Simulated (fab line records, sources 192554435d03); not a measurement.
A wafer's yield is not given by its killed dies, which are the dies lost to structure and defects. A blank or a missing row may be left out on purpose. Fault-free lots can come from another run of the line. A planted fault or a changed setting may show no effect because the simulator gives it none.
Problem report, 8D (eight disciplines) form, completed by code    flow n5_finfet    the parts of the form that need people (team, actions taken, sign-off) are left out

== 1. WHAT WENT WRONG ==
rf_fwd_power_W at N5_GATE_CUT_ETCH_56 reads a mean of 452.2 W on 6 wafers of 2 lots; wafers without a fault read 596.1 W with a standard deviation of 1.9. Relative to the usual mean, that is a shift of -76 standard deviations.
The step: etches TiN in Cl2/Ar, target depth 21.6 nm.
First seen on wafer L614.2, day 7 13:08, on rie_metal-02. The record holds 18 wafers of 6 lots with a number at this step. Rule for "out" (also "out of limits"): further than 4 standard deviations from the usual mean. Any other wafer with a number is counted as sound.

== 2. WHAT IT IS, AND WHAT IT ISN'T ==
question                     is                      is not
which readings at this step  rf_fwd_power_W          drypump_motor_current_A, mfc_cl2_sccm, oes_product_au, throttle_valve_pct
which lots                   L614, L615              L601, L605, L608, L624
which wafers of those lots   all that have a number  -
read on which tools          rie_metal-02            rie_metal-03
when                         from day 7 13:08        up to then (9 sound wafers); but 3 sound wafers of L624 came after

== 3. WHAT RULES OUT EACH SUSPECT ==
Counting: any tool at a process step up to the reading is kept as a suspect provided that every lot that is out went through it and no sound lot did after the first of them.
- rie_metal-02 at N5_GATE_CUT_ETCHBACK_00 (etches W in SF6/Cl2): kept. Every lot that is out went through it, starting with L614 (day 7 13:01), and after that it ran no sound lot; the last sound lot it ran before then is L608 (day 6 08:40).
- rie_metal-02 at N5_GATE_CUT_ETCH_56 (etches TiN in Cl2/Ar, target depth 21.6 nm): kept. Every lot that is out went through it, starting with L614 (day 7 13:08), and after that it ran no sound lot; the last sound lot it ran before then is L608 (day 6 08:47). On those wafers its own readings are out: rf_fwd_power_W.
After counting, rie_metal-02 at N5_GATE_CUT_ETCHBACK_00 and rie_metal-02 at N5_GATE_CUT_ETCH_56 remain.

== 4. THE CAUSE (what the simulator had put in) ==
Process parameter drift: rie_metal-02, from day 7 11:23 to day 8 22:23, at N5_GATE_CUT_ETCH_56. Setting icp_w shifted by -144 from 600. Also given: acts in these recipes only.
Counting left 2 suspects, and this tool is among them.

== 5. SEQUENCE OF EFFECTS, ordered by route ==
Rows list readings where the struck wafers' mean (over those with a number) sits beyond 3 standard deviations from the usual. Only readings for which the record gives a usual standard deviation are gone through. hours: the time from each lot's start at the first step in this table that gives one to its start at this step, as a median over the lots. sigmas: the change in usual standard deviations.
hours  step                 reading         usual    on struck wafers  change  sigmas
0      N5_GATE_CUT_ETCH_56  rf_fwd_power_W  596.1 W  452.2             -143.9  -76
The process steps in it:
- N5_GATE_CUT_ETCH_56: etches TiN in Cl2/Ar, target depth 21.6 nm.
At these later measuring or inspecting steps, every struck wafer for which the step has a row has a number for every such reading, and none has moved that far: N5_BEOL_M4_RC_MEAS_101.

== 6. WHAT WOULD HAVE CAUGHT IT SOONER ==
First out-of-limits reading in this record: day 7 13:08, which is 2 hours after fault onset at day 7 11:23.
